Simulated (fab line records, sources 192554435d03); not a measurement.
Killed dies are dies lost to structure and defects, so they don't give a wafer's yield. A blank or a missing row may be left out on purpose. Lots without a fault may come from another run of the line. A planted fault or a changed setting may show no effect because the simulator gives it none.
fab line records | flow n5_finfet
record lots=24 wafers=72 last_day=19
route steps=1938 shown BEOL_M4@1082 BEOL_M5@1113
lots that met no fault: from a run of the same line without faults
start_h: hours from the record's first day to the start of the lot's first wafer shown | wait_h: hours since the lot's step before | " the same as in the row above | L1.1+2: a row that stands for several wafers | - no value, or no start given | * or withheld: withheld | < > ~ a bound
route shown NAME@n: a module of which the file shows steps, and the number in the route of the first | usual: mean/standard deviation of fault-free wafers | same: alike in all rows | chamber/n: place in a boat | sites: the reading at each site | _std_site: their standard deviation | _edge_site: outer sites' mean less inner sites' | radius_mm: how far each site lies from the wafer's centre | mask NAME#n: copy n | behind: the tool/chamber that last shaped the wafer | hold: why the lot was held/for how many hours/how that ended | device: the transistor (n, p or np) that didn't switch | end of line: the same wafers' tests at the end of the route | a step without rows: its recipe alone | killed: dies lost to structure and defects at the first sort, not the wafer's yield | map: a wafer's dies, x killed, . not, _ none there
set.NAME: the setting as run; set.NAME@STEP: as run at that earlier step | model.NAME: the simulator's own value behind a step, which no gauge read
steps of the route over a sample of lots; a table a step, a row a wafer
services: from which hour (start_h, from the record's first day; less than 0 if before it) a tool's chamber was out of use, for how many hours, and why
## steps
# step N5_BEOL_M4_SURFACE_TREAT_85
# recipe gas=Ar time_s=* ion_energy_ev=* ion_current_ma_cm2=0.5 pressure_mtorr=* ar_flow_sccm=30
# usual throttle_valve_pct=*
# columns lot.wafer tool chamber start_h wait_h throttle_valve_pct
L074.2 pvd_sputter-01 - 172.52 0.2 *
L074.3 " - " " *
L074.6 " - " " *
L076.2 pvd_sputter-01 - 178.44 0.2 *
L076.5 " - " " *
L076.6 " - " " *
L075.1 pvd_sputter-03 - 181.66 0.2 *
L075.2 " - " " *
L075.5 " - " " *
L077.1 pvd_sputter-01 - 189.90 0.2 *
L077.5 " - " " *
L077.6 " - " " *
L078.1 pvd_sputter-03 - 198.69 0.2 *
L078.3 " - " " *
L078.6 " - " " *
L079.3 pvd_sputter-01 - 201.20 0.1 *
L079.4 " - " " *
L079.6 " - " " *
L080.3 pvd_sputter-02 - 206.56 0.2 *
L080.4 " - " " *
L080.5 " - " " *
L081.2 pvd_sputter-01 - 207.29 0.3 *
L081.4 " - " " *
L081.5 " - " " *
L082.1 pvd_sputter-01 - 207.33 0.1 *
L082.2 " - " " *
L082.5 " - " " *
L083.3 pvd_sputter-02 - 224.92 0.4 *
L083.5 " - " " *
L083.6 " - " " *
L085.3 pvd_sputter-02 - 225.76 0.4 *
L085.4 " - " " *
L085.5 " - " " *
L084.2 pvd_sputter-02 - 228.27 0.1 *
L084.4 " - " " *
L084.6 " - " " *
L087.1 pvd_sputter-02 - 251.35 0.1 *
L087.2 " - " " *
L087.3 " - " " *
L089.1 pvd_sputter-01 - 257.97 0.1 *
L089.2 " - " " *
L089.3 " - " " *
L086.3 pvd_sputter-03 - 258.65 0.3 *
L086.4 " - " " *
L086.6 " - " " *
L088.1 pvd_sputter-02 - 265.63 0.2 *
L088.4 " - " " *
L088.6 " - " " *
L090.3 pvd_sputter-02 - 267.78 1.7 *
L090.4 " - " " *
L090.6 " - " " *
L091.2 pvd_sputter-01 - 301.81 0.2 *
L091.4 " - " " *
L091.6 " - " " *
L093.1 pvd_sputter-03 - 304.66 0.2 *
L093.5 " - " " *
L093.6 " - " " *
L094.2 pvd_sputter-01 - 309.57 0.1 *
L094.3 " - " " *
L094.6 " - " " *
L092.4 pvd_sputter-02 - 313.16 0.2 *
L092.5 " - " " *
L092.6 " - " " *
L096.1 pvd_sputter-02 - 329.13 0.2 *
L096.3 " - " " *
L096.5 " - " " *
L095.2 pvd_sputter-02 - 329.29 0.3 *
L095.3 " - " " *
L095.4 " - " " *
L097.1 pvd_sputter-01 - 332.45 0.1 *
L097.2 " - " " *
L097.3 " - " " *
# step N5_BEOL_M4_SPUTTER_81
# recipe material=Cu target_thk_a=45 temp_c=-20 chamber_pressure_pa=0.07 power_w=withheld time_s=8.29
# usual susceptor_temp_C=-19.99/0.096 throttle_valve_pct=30.2/1.1
# columns lot.wafer tool chamber start_h wait_h susceptor_temp_C throttle_valve_pct
L074.2 pvd_sputter-01 - 173.52 0.1 -20.00 30.8
L074.3 " - " " -19.85 31.3
L074.6 " - " " -20.08 31.1
L076.2 pvd_sputter-02 - 179.53 0.1 -20.04 28.8
L076.5 " - " " -20.02 29.4
L076.6 " - " " -20.10 29.3
L075.1 pvd_sputter-01 - 182.52 0.1 -19.99 31.0
L075.2 " - " " -19.87 30.2
L075.5 " - " " -19.90 31.2
L077.1 pvd_sputter-01 - 190.82 0.1 -19.97 30.9
L077.5 " - " " -19.99 31.5
L077.6 " - " " -19.81 31.3
L078.1 pvd_sputter-03 - 199.45 0.1 -19.97 31.1
L078.3 " - " " -19.92 32.7
L078.6 " - " " -19.95 31.2
L079.3 pvd_sputter-03 - 201.90 0.1 -19.99 30.4
L079.4 " - " " -19.98 32.7
L079.6 " - " " -19.97 30.3
L080.3 pvd_sputter-02 - 207.32 0.1 -19.91 28.8
L080.4 " - " " -19.89 28.8
L080.5 " - " " -19.91 29.5
L081.2 pvd_sputter-01 - 208.09 0.1 -20.14 31.2
L081.4 " - " " -20.00 30.1
L081.5 " - " " -20.08 31.3
L082.1 pvd_sputter-02 - 209.16 0.1 -19.99 29.0
L082.2 " - " " -19.81 28.7
L082.5 " - " " -19.85 29.4
L083.3 pvd_sputter-03 - 225.60 0.1 -20.09 30.9
L083.5 " - " " -20.07 31.0
L083.6 " - " " -20.03 30.6
L085.3 pvd_sputter-02 - 226.60 0.1 -19.84 29.3
L085.4 " - " " -20.03 29.2
L085.5 " - " " -20.29 28.9
L084.2 pvd_sputter-03 - 228.94 0.1 -19.99 30.3
L084.4 " - " " -20.05 29.5
L084.6 " - " " -20.05 32.6
L087.1 pvd_sputter-02 - 252.01 0.1 -19.97 29.4
L087.2 " - " " -20.06 29.0
L087.3 " - " " -19.84 29.7
L089.1 pvd_sputter-02 - 258.66 0.1 -20.11 29.8
L089.2 " - " " -19.89 29.1
L089.3 " - " " -20.03 28.9
L086.3 pvd_sputter-03 - 259.37 0.1 -19.98 29.4
L086.4 " - " " -20.17 31.1
L086.6 " - " " -19.88 30.4
L088.1 pvd_sputter-02 - 266.38 0.1 -20.02 29.5
L088.4 " - " " -19.93 28.6
L088.6 " - " " -20.05 29.4
L090.3 pvd_sputter-02 - 268.52 0.1 -19.96 29.1
L090.4 " - " " -19.88 29.4
L090.6 " - " " -19.98 28.6
L091.2 pvd_sputter-03 - 302.84 0.1 -20.02 29.5
L091.4 " - " " -20.19 31.2
L091.6 " - " " -20.01 32.7
L093.1 pvd_sputter-01 - 305.55 0.1 -19.95 31.0
L093.5 " - " " -19.98 31.4
L093.6 " - " " -19.97 31.1
L094.2 pvd_sputter-02 - 310.54 0.1 -20.00 28.8
L094.3 " - " " -19.98 28.8
L094.6 " - " " -19.72 29.5
L092.4 pvd_sputter-03 - 313.88 0.1 -19.78 30.5
L092.5 " - " " -20.03 32.5
L092.6 " - " " -20.09 29.6
L096.1 pvd_sputter-02 - 329.90 0.1 -19.91 29.1
L096.3 " - " " -19.95 28.8
L096.5 " - " " -20.01 29.4
L095.2 pvd_sputter-03 - 330.20 0.1 -19.98 31.1
L095.3 " - " " -19.99 32.4
L095.4 " - " " -19.86 29.3
L097.1 pvd_sputter-01 - 333.18 0.1 -19.97 31.3
L097.2 " - " " -20.04 30.0
L097.3 " - " " -19.88 31.0
# step N5_BEOL_M4_SPUTTER_88
# recipe material=Cu target_thk_a=45 temp_c=-20 chamber_pressure_pa=0.07 power_w=withheld time_s=8.29
# usual susceptor_temp_C=-20.01/0.11 throttle_valve_pct=30.2/1.2
# columns lot.wafer tool chamber start_h wait_h susceptor_temp_C throttle_valve_pct
L074.2 pvd_sputter-01 - 173.96 0.1 -20.00 31.1
L074.3 " - " " -20.23 31.5
L074.6 " - " " -19.91 31.4
L076.2 pvd_sputter-02 - 179.97 0.1 -20.14 28.6
L076.5 " - " " -19.89 29.3
L076.6 " - " " -19.91 29.5
L075.1 pvd_sputter-01 - 182.96 0.1 -19.93 31.2
L075.2 " - " " -19.87 30.3
L075.5 " - " " -19.99 31.1
L077.1 pvd_sputter-01 - 191.26 0.1 -20.14 31.5
L077.5 " - " " -20.10 31.1
L077.6 " - " " -20.10 31.2
L078.1 pvd_sputter-03 - 199.89 0.1 -20.00 31.0
L078.3 " - " " -20.02 32.7
L078.6 " - " " -20.03 31.2
L079.3 pvd_sputter-03 - 202.37 0.1 -19.78 30.7
L079.4 " - " " -19.96 32.7
L079.6 " - " " -19.84 30.6
L080.3 pvd_sputter-02 - 207.76 0.1 -19.90 29.2
L080.4 " - " " -20.05 28.6
L080.5 " - " " -20.21 29.4
L081.2 pvd_sputter-01 - 208.53 0.1 -20.25 31.0
L081.4 " - " " -20.16 29.7
L081.5 " - " " -20.04 31.2
L082.1 pvd_sputter-02 - 209.60 0.1 -20.00 28.9
L082.2 " - " " -20.08 28.7
L082.5 " - " " -20.04 29.3
L083.3 pvd_sputter-03 - 226.04 0.1 -20.10 31.3
L083.5 " - " " -20.07 31.1
L083.6 " - " " -20.07 30.3
L085.3 pvd_sputter-02 - 227.04 0.1 -19.99 29.2
L085.4 " - " " -19.93 29.1
L085.5 " - " " -19.96 28.9
L084.2 pvd_sputter-03 - 229.38 0.1 -20.03 30.3
L084.4 " - " " -20.10 29.3
L084.6 " - " " -20.17 32.6
L087.1 pvd_sputter-02 - 252.45 0.1 -19.75 29.2
L087.2 " - " " -20.01 29.1
L087.3 " - " " -20.03 29.6
L089.1 pvd_sputter-02 - 259.10 0.1 -20.02 29.4
L089.2 " - " " -19.98 28.8
L089.3 " - " " -20.05 28.6
L086.3 pvd_sputter-03 - 259.81 0.1 -20.14 29.2
L086.4 " - " " -19.86 31.3
L086.6 " - " " -19.92 30.5
L088.1 pvd_sputter-02 - 266.82 0.1 -20.00 29.4
L088.4 " - " " -19.99 28.9
L088.6 " - " " -20.05 29.6
L090.3 pvd_sputter-02 - 268.96 0.1 -20.01 29.1
L090.4 " - " " -19.82 29.4
L090.6 " - " " -19.83 28.7
L091.2 pvd_sputter-03 - 303.28 0.1 -20.09 29.3
L091.4 " - " " -19.94 31.3
L091.6 " - " " -20.12 32.7
L093.1 pvd_sputter-01 - 305.99 0.1 -19.89 31.2
L093.5 " - " " -19.81 31.5
L093.6 " - " " -20.02 31.2
L094.2 pvd_sputter-02 - 310.98 0.1 -19.89 29.1
L094.3 " - " " -20.16 28.8
L094.6 " - " " -20.01 29.6
L092.4 pvd_sputter-03 - 314.32 0.1 -20.21 30.6
L092.5 " - " " -20.01 32.7
L092.6 " - " " -20.03 29.8
L096.1 pvd_sputter-02 - 330.34 0.1 -20.16 28.9
L096.3 " - " " -20.13 28.7
L096.5 " - " " -20.08 29.4
L095.2 pvd_sputter-03 - 330.64 0.1 -20.08 31.2
L095.3 " - " " -19.95 32.6
L095.4 " - " " -20.03 29.5
L097.1 pvd_sputter-01 - 333.62 0.1 -19.99 31.4
L097.2 " - " " -20.05 30.1
L097.3 " - " " -20.05 31.3
# step N5_BEOL_M4_SPUTTER_96
# recipe material=Cu target_thk_a=45 temp_c=-20 chamber_pressure_pa=0.07 power_w=withheld time_s=8.29
# usual susceptor_temp_C=-20.01/0.11 throttle_valve_pct=30.2/1.2
# columns lot.wafer tool chamber start_h wait_h susceptor_temp_C throttle_valve_pct
L074.2 pvd_sputter-01 - 174.84 0.1 -19.97 31.1
L074.3 " - " " -19.94 31.3
L074.6 " - " " -20.10 31.0
L076.2 pvd_sputter-02 - 180.85 0.1 -19.75 28.7
L076.5 " - " " -19.92 29.3
L076.6 " - " " -19.98 29.4
L075.1 pvd_sputter-01 - 183.84 0.1 -19.96 31.1
L075.2 " - " " -19.82 29.8
L075.5 " - " " -20.01 31.1
L077.1 pvd_sputter-01 - 192.14 0.1 -19.88 31.5
L077.5 " - " " -20.01 31.0
L077.6 " - " " -19.91 31.2
L078.1 pvd_sputter-03 - 200.80 0.1 -19.93 31.2
L078.3 " - " " -19.92 32.9
L078.6 " - " " -20.06 31.2
L079.3 pvd_sputter-03 - 203.33 0.1 -19.96 30.7
L079.4 " - " " -20.30 32.6
L079.6 " - " " -20.04 30.6
L080.3 pvd_sputter-02 - 208.64 0.1 -19.98 29.1
L080.4 " - " " -20.15 28.6
L080.5 " - " " -19.88 29.6
L081.2 pvd_sputter-01 - 209.41 0.1 -20.22 31.1
L081.4 " - " " -20.05 30.1
L081.5 " - " " -20.05 31.3
L082.1 pvd_sputter-02 - 210.48 0.1 -20.00 29.0
L082.2 " - " " -20.11 29.0
L082.5 " - " " -20.16 29.1
L083.3 pvd_sputter-03 - 226.92 0.1 -19.95 31.1
L083.5 " - " " -20.00 30.9
L083.6 " - " " -20.12 30.6
L085.3 pvd_sputter-02 - 227.92 0.1 -19.93 29.4
L085.4 " - " " -19.97 29.1
L085.5 " - " " -20.07 28.7
L084.2 pvd_sputter-03 - 230.26 0.1 -20.12 30.3
L084.4 " - " " -20.07 29.7
L084.6 " - " " -19.95 32.7
L087.1 pvd_sputter-02 - 253.33 0.1 -19.85 29.4
L087.2 " - " " -20.00 29.2
L087.3 " - " " -20.04 29.5
L089.1 pvd_sputter-02 - 259.98 0.1 -20.20 28.9
L089.2 " - " " -19.94 29.3
L089.3 " - " " -19.87 28.5
L086.3 pvd_sputter-03 - 260.69 0.1 -19.80 29.6
L086.4 " - " " -20.16 31.1
L086.6 " - " " -20.10 30.8
L088.1 pvd_sputter-02 - 267.70 0.1 -19.92 29.0
L088.4 " - " " -20.07 28.8
L088.6 " - " " -20.33 29.5
L090.3 pvd_sputter-02 - 269.84 0.1 -20.05 29.3
L090.4 " - " " -19.90 29.5
L090.6 " - " " -20.02 28.5
L091.2 pvd_sputter-03 - 304.16 0.1 -20.02 29.6
L091.4 " - " " -19.94 31.0
L091.6 " - " " -20.07 32.9
L093.1 pvd_sputter-01 - 306.87 0.1 -19.88 31.2
L093.5 " - " " -19.81 31.4
L093.6 " - " " -19.98 31.0
L094.2 pvd_sputter-02 - 311.86 0.1 -19.96 28.9
L094.3 " - " " -20.00 28.6
L094.6 " - " " -19.90 29.7
L092.4 pvd_sputter-03 - 315.20 0.1 -20.09 30.4
L092.5 " - " " -19.98 32.7
L092.6 " - " " -20.05 29.7
L096.1 pvd_sputter-02 - 331.22 0.1 -20.03 29.2
L096.3 " - " " -20.03 28.6
L096.5 " - " " -20.06 29.2
L095.2 pvd_sputter-03 - 331.52 0.1 -20.17 31.0
L095.3 " - " " -19.84 32.8
L095.4 " - " " -20.03 29.4
L097.1 pvd_sputter-01 - 334.50 0.1 -20.02 31.3
L097.2 " - " " -20.02 30.2
L097.3 " - " " -19.88 31.0
# step N5_BEOL_M5_CURE_79
# recipe temp_c=385 time_s=240 ambient=He/Ar material=SiCOH_lowk
# usual lamp_power_pct=52.32/0.058 wafer_temp_C_max=386.7/0.55
# columns lot.wafer tool chamber start_h wait_h lamp_power_pct wafer_temp_C_max
L074.2 uv_cure-01 0 177.06 0.1 52.29 386.2
L074.3 " 0 " " 52.30 385.9
L074.6 " 0 " " 52.32 386.1
L076.2 uv_cure-01 1 183.05 0.1 52.29 385.4
L076.5 " 1 " " 52.37 386.0
L076.6 " 1 " " 52.32 385.8
L075.1 uv_cure-03 2 186.06 0.0 52.32 387.4
L075.2 " 2 " " 52.41 387.3
L075.5 " 2 " " 52.36 388.3
L077.1 uv_cure-02 0 194.26 0.0 52.41 386.9
L077.5 " 0 " " 52.29 386.3
L077.6 " 0 " " 52.30 386.1
L078.1 uv_cure-02 2 203.28 0.0 52.31 386.6
L078.3 " 2 " " 52.27 386.6
L078.6 " 2 " " 52.31 386.7
L079.3 uv_cure-03 2 206.01 0.2 52.35 387.7
L079.4 " 2 " " 52.18 388.1
L079.6 " 2 " " 52.36 387.6
L080.3 uv_cure-02 1 211.19 0.5 52.44 386.6
L080.4 " 1 " " 52.26 387.2
L080.5 " 1 " " 52.28 386.4
L081.2 uv_cure-03 0 211.61 0.1 52.33 387.7
L081.4 " 0 " " 52.31 387.3
L081.5 " 0 " " 52.30 386.8
L082.1 uv_cure-02 0 212.63 0.0 52.28 386.7
L082.2 " 0 " " 52.29 386.6
L082.5 " 0 " " 52.27 386.4
L083.3 uv_cure-03 1 229.35 0.3 52.30 386.3
L083.5 " 1 " " 52.27 386.7
L083.6 " 1 " " 52.45 386.5
L085.3 uv_cure-03 0 236.45 6.2 52.30 387.6
L085.4 " 0 " " 52.27 386.5
L085.5 " 0 " " 52.24 386.7
L084.2 uv_cure-02 2 238.10 4.8 52.33 386.8
L084.4 " 2 " " 52.33 387.2
L084.6 " 2 " " 52.27 386.9
L087.1 uv_cure-02 0 255.99 0.0 52.32 386.3
L087.2 " 0 " " 52.30 385.7
L087.3 " 0 " " 52.25 385.8
L089.1 uv_cure-02 0 262.12 0.0 52.37 386.2
L089.2 " 0 " " 52.41 386.3
L089.3 " 0 " " 52.27 385.8
L086.3 uv_cure-02 2 263.14 0.2 52.41 387.0
L086.4 " 2 " " 52.37 387.5
L086.6 " 2 " " 52.33 386.3
L088.1 uv_cure-03 0 269.95 0.0 52.35 387.0
L088.4 " 0 " " 52.33 386.7
L088.6 " 0 " " 52.28 387.2
L090.3 uv_cure-03 1 272.28 0.4 52.26 386.3
L090.4 " 1 " " 52.25 385.9
L090.6 " 1 " " 52.32 386.8
L091.2 uv_cure-03 0 306.38 0.1 52.35 387.4
L091.4 " 0 " " 52.29 387.1
L091.6 " 0 " " 52.26 387.1
L093.1 uv_cure-03 0 309.39 0.0 52.07 386.9
L093.5 " 0 " " 52.26 386.9
L093.6 " 0 " " 52.31 386.9
L094.2 uv_cure-01 2 314.14 0.2 52.28 386.3
L094.3 " 2 " " 52.31 385.9
L094.6 " 2 " " 52.36 385.8
L092.4 uv_cure-03 1 317.57 0.3 52.27 386.6
L092.5 " 1 " " 52.30 387.5
L092.6 " 1 " " 52.27 386.1
L096.1 uv_cure-02 2 333.39 0.0 52.28 387.2
L096.3 " 2 " " 52.40 386.5
L096.5 " 2 " " 52.37 386.5
L095.2 uv_cure-03 0 334.26 0.1 52.27 386.4
L095.3 " 0 " " 52.35 387.5
L095.4 " 0 " " 52.38 386.4
L097.1 uv_cure-03 1 336.92 0.0 52.32 386.8
L097.2 " 1 " " 52.39 387.0
L097.3 " 1 " " 52.25 386.1
# step N5_BEOL_M5_CD_MEAS_18
# recipe pitch_nm=56 target_cd_nm=28
# usual cd_nm=27.9/0.36
# columns lot.wafer tool chamber start_h wait_h cd_nm
L074.2 cd_sem-02 - 179.43 0.1 28.1
L074.3 " - " " 27.9
L074.6 " - " " 28.0
L076.2 cd_sem-02 - 185.12 0.1 27.5
L076.5 " - " " 28.1
L076.6 " - " " 28.4
L075.1 cd_sem-03 - 188.54 0.0 27.9
L075.2 " - " " 27.8
L075.5 " - " " 28.2
L077.1 cd_sem-02 - 198.34 0.0 28.0
L077.5 " - " " 27.7
L077.6 " - " " 27.8
L078.1 cd_sem-03 - 205.91 0.0 28.0
L078.3 " - " " 27.1
L078.6 " - " " 27.6
L079.3 cd_sem-02 - 207.73 0.1 27.1
L079.4 " - " " 27.9
L079.6 " - " " 27.8
L080.3 cd_sem-03 - 215.77 0.1 27.8
L080.4 " - " " 27.6
L080.5 " - " " 28.0
L081.2 cd_sem-01 - 215.91 0.1 28.4
L081.4 " - " " 28.1
L081.5 " - " " 28.4
L082.1 cd_sem-01 - 216.00 0.0 27.7
L082.2 " - " " 28.4
L082.5 " - " " 27.9
L083.3 cd_sem-02 - 231.23 0.1 27.9
L083.5 " - " " 27.8
L083.6 " - " " 28.0
L085.3 cd_sem-02 - 238.32 0.1 27.9
L085.4 " - " " 27.4
L085.5 " - " " 28.0
L084.2 cd_sem-03 - 240.14 0.1 28.0
L084.4 " - " " 27.6
L084.6 " - " " 28.1
L087.1 cd_sem-03 - 258.20 0.0 28.2
L087.2 " - " " 28.1
L087.3 " - " " 28.8
L089.1 cd_sem-03 - 265.52 0.0 28.4
L089.2 " - " " 28.0
L089.3 " - " " 28.0
L086.3 cd_sem-03 - 266.01 0.1 27.8
L086.4 " - " " 27.8
L086.6 " - " " 28.0
L088.1 cd_sem-02 - 273.47 0.0 28.5
L088.4 " - " " 28.0
L088.6 " - " " 27.7
L090.3 cd_sem-03 - 275.74 0.1 28.0
L090.4 " - " " 27.5
L090.6 " - " " 27.6
L091.2 cd_sem-01 - 308.77 0.1 27.9
L091.4 " - " " 27.6
L091.6 " - " " 27.8
L093.1 cd_sem-02 - 313.02 0.0 27.4
L093.5 " - " " 27.3
L093.6 " - " " 27.4
L094.2 cd_sem-02 - 317.08 0.1 28.5
L094.3 " - " " 27.9
L094.6 " - " " 28.1
L092.4 cd_sem-03 - 319.16 0.1 27.8
L092.5 " - " " 28.4
L092.6 " - " " 28.3
L096.1 cd_sem-03 - 335.90 0.0 27.8
L096.3 " - " " 27.5
L096.5 " - " " 27.6
L095.2 cd_sem-02 - 335.99 0.1 27.9
L095.3 " - " " 28.3
L095.4 " - " " 28.1
L097.1 cd_sem-02 - 338.97 0.0 28.0
L097.2 " - " " 27.9
L097.3 " - " " 28.2
## services
# columns tool chamber start_h hours kind
pvd_sputter-02 - 189.66 6.6 repair
uv_cure-01 - 198.48 113.1 repair
uv_cure-02 - 205.35 1.0 pm
uv_cure-02 - 215.82 22.2 pm
pvd_sputter-03 - 294.50 0.8 repair
uv_cure-02 - 320.44 7.5 pm
## key
fault none
